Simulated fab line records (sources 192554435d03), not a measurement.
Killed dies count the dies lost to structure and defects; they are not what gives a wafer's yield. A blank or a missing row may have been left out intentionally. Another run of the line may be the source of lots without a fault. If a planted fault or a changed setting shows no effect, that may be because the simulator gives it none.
Matching of chambers | flow n5 finfet | N5_BEOL_M9_STRIP_36 on rie diel-05: 4 sister chambers
The step strips in N2/H2. 8 wafers are shown with their chamber, then 12 later ones without.

EACH WAFER AND ITS CHAMBER
wafer  | chamber | drypump motor current A (A) | showerhead plenum p Torr (Torr)
L083.6 | 3       | 6.3                         | 2.60
L085.3 | 2       | 5.3                         | 2.56
L088.5 | 0       | 5.9                         | 2.59
L090.4 | 1       | 6.1                         | 2.43
L090.5 | 2       | 5.3                         | 2.56
L089.1 | 1       | 6.1                         | 2.43
L089.2 | 0       | 5.9                         | 2.58
L089.6 | 3       | 6.2                         | 2.60

WAFERS WITH NO CHAMBER GIVEN
wafer  | drypump motor current A (A) | showerhead plenum p Torr (Torr)
L093.1 | 5.3                         | 2.56
L093.2 | 6.2                         | 2.60
L093.5 | 5.9                         | 2.58
L095.1 | 5.9                         | 2.58
L095.3 | 5.3                         | 2.56
L095.6 | 6.2                         | 2.60
L096.2 | 5.3                         | 2.55
L096.5 | 5.9                         | 2.58
L096.6 | 6.3                         | 2.59
L097.1 | 5.9                         | 2.58
L097.4 | 5.3                         | 2.55
L097.6 | 6.2                         | 2.59

EACH ONE'S CHAMBER
wafer  | from the rows above | in truth
L093.1 | 2                   | 2
L093.2 | 3                   | 3
L093.5 | 0                   | 0
L095.1 | 0                   | 0
L095.3 | 2                   | 2
L095.6 | 3                   | 3
L096.2 | 2                   | 2
L096.5 | 0                   | 0
L096.6 | 3                   | 3
L097.1 | 0                   | 0
L097.4 | 2                   | 2
L097.6 | 3                   | 3
Placed correctly: 12 of 12. Number that these rows cannot place: 0. Wrongly placed: 0.
How it was worked out, from the rows above alone: a wafer's distance from a chamber is the root of the sum, over the readings, of the square of ((its reading less the chamber's mean) divided by the reading's scatter). The wafer belongs to the nearest chamber; if the next one is less than 2 further off, it can't be placed. The mean given for a chamber averages the wafers shown for that chamber. The scatter: the root of (the sum of the squares of (reading less its chamber's mean) over the shown wafers, divided by (wafers less chambers)).
